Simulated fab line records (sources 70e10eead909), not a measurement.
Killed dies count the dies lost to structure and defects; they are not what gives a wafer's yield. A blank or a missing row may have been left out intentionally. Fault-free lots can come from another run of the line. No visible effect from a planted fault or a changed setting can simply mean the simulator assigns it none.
Struck lot and sound lot, side by side | flow nand-harc | 13 out of 1302 route steps
Sound: these wafers, L693.1, L693.4, L693.5. Struck: wafers L699.1, L699.4, L699.6. The cause is given at the end.
For every step that has rows: the tool of each side, followed by ch and its chambers, followed by its first start. Under that, the readings that differ: sound wafers | struck wafers | difference of the means | sigmas: that difference in standard deviations of wafers without a fault.
alike: readings with means less than 2 such deviations apart, plus words and numbers identical on both sides. not compared: withheld readings, readings lacking a value on some wafer, bounds such as >300 that could conceal the same value, and numbers that have no deviation in the record and whose values overlap.
A row with sigmas, a row that says differs or no value, or rows on one side alone: a step with any of these is where the two part. Non-overlapping numbers with no deviation appear without sigmas and do not part them. A reading that every wafer of one side lacks parts them only if that side has two wafers or more.

first, 1 step without rows for these wafers: NHARC_A_CHANNEL_FILL_D2_ALD_03 (deposits SiNx, target thk 6 nm, pulse time 60 s, ald cycles 58).
NHARC_A_CHANNEL_FILL_D2_ALD_14: deposits SiO2, target thk 2.5 nm, pulse time 10 s, ald cycles 25.
  sound on ald-hk-01 ch 0,2, day 19 12:01; struck on ald-hk-04 ch 0,3, day 22 11:32
  alike: heater-power-w, precursor-pulse-height-rel
NHARC_A_CHANNEL_FILL_D2_ALD_15: deposits SiNx, target thk 2 nm, pulse time 60 s, ald cycles 19.
  sound: ald-sin-batch-01 ch 0; struck: ald-sin-batch-02 ch 0
  alike: precursor-pulse-height-rel
then, 3 steps without rows for these wafers: NHARC_A_CHANNEL_FILL_D2_ALD_16 (deposits SiO2, target thk 1.5 nm, pulse time 10 s, ald cycles 15); NHARC_A_CHANNEL_FILL_D2_ANNEAL_17 (time 1800 s); NHARC_A_CHANNEL_FILL_D2_CVD_18 (deposits poly-Si, target thk 3 nm).
NHARC_A_CHANNEL_FILL_D2_ETCHBACK_19: etches the open film in HBr/Cl2, target depth 5 nm, time 1.7 s.
  sound on rie-si-03 ch 1,3, day 20 06:07; struck on rie-si-04 ch 0,1, day 23 04:04
  alike: chamber-pressure-mTorr, drypump-motor-current-A, oes-product-au, throttle-valve-pct
  not compared: rf-hours-counter-h
NHARC_A_CHANNEL_FILL_D2_ETCHBACK_20: etches the open film in C4F8/O2/Ar, target depth 27 nm, time 13.5 s.
  sound on rie-diel-12 ch 0,1,2, day 20 06:16; struck on rie-diel-11 ch 0,3, day 23 04:13
  alike: chamber-pressure-mTorr, oes-product-au, rf-vpp-V
  not compared: rf-hours-counter-h
NHARC_A_CHANNEL_FILL_D2_STRIP_28: strips in O2, time 20 s.
  sound on rie-diel-12 ch 1,2, day 20 06:20; struck on rie-diel-11 ch 1,2,3, day 23 04:17
  alike: chamber-pressure-mTorr, drypump-motor-current-A, oes-product-au, rf-vpp-V, showerhead-plenum-p-Torr, throttle-valve-pct
  not compared: rf-hours-counter-h
then, 3 steps without rows for these wafers: NHARC_A_CHANNEL_FILL_D2_PRECLEAN_21 (cleans in dHF, time 30 s); NHARC_A_CHANNEL_FILL_D2_SRD_23; NHARC_A_CHANNEL_FILL_D2_CVD_05 (deposits poly-Si, target thk 5 nm).
NHARC_A_CHANNEL_FILL_D2_ANNEAL_22: time 7200 s.
  sound on furnace-03 ch 0, day 20 14:56; struck on furnace-03 ch 0, day 23 13:12
  reading                | sound                | struck               | difference | sigmas
  spike-tc-bottom-C (C)  | 642.2 640.5 641.5    | 670.1 669.9 669.6    | +28.5      | +11
  spike-tc-centre-C (C)  | 622.7 621.3 620.8    | 650.1 650.1 648.4    | +27.9      | +21
  spike-tc-lower-C (C)   | 621.1 620.4 620.0    | 648.9 649.3 649.1    | +28.6      | +26
  spike-tc-top-C (C)     | 633.1 632.6 632.9    | 660.9 662.7 659.4    | +28.1      | +14
  spike-tc-upper-C (C)   | 620.0 620.3 621.5    | 647.5 647.6 650.9    | +28.1      | +20
  tube-center-temp-C (C) | 619.96 619.99 620.05 | 648.5 648.53 648.6   | +28.5      | +99 or more
  tube_center_temp_C_max | 621.46 621.67 621.29 | 650.33 650.35 650.18 | +28.81     | +99 or more

## WHERE THEY PART
Only at NHARC_A_CHANNEL_FILL_D2_ANNEAL_22, as far as this record shows.

WHY: what the simulator had put in
Drift in process parameters on furnace-03 at NHARC_A_CHANNEL_FILL_D2_ANNEAL_22, starting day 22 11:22. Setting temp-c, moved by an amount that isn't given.
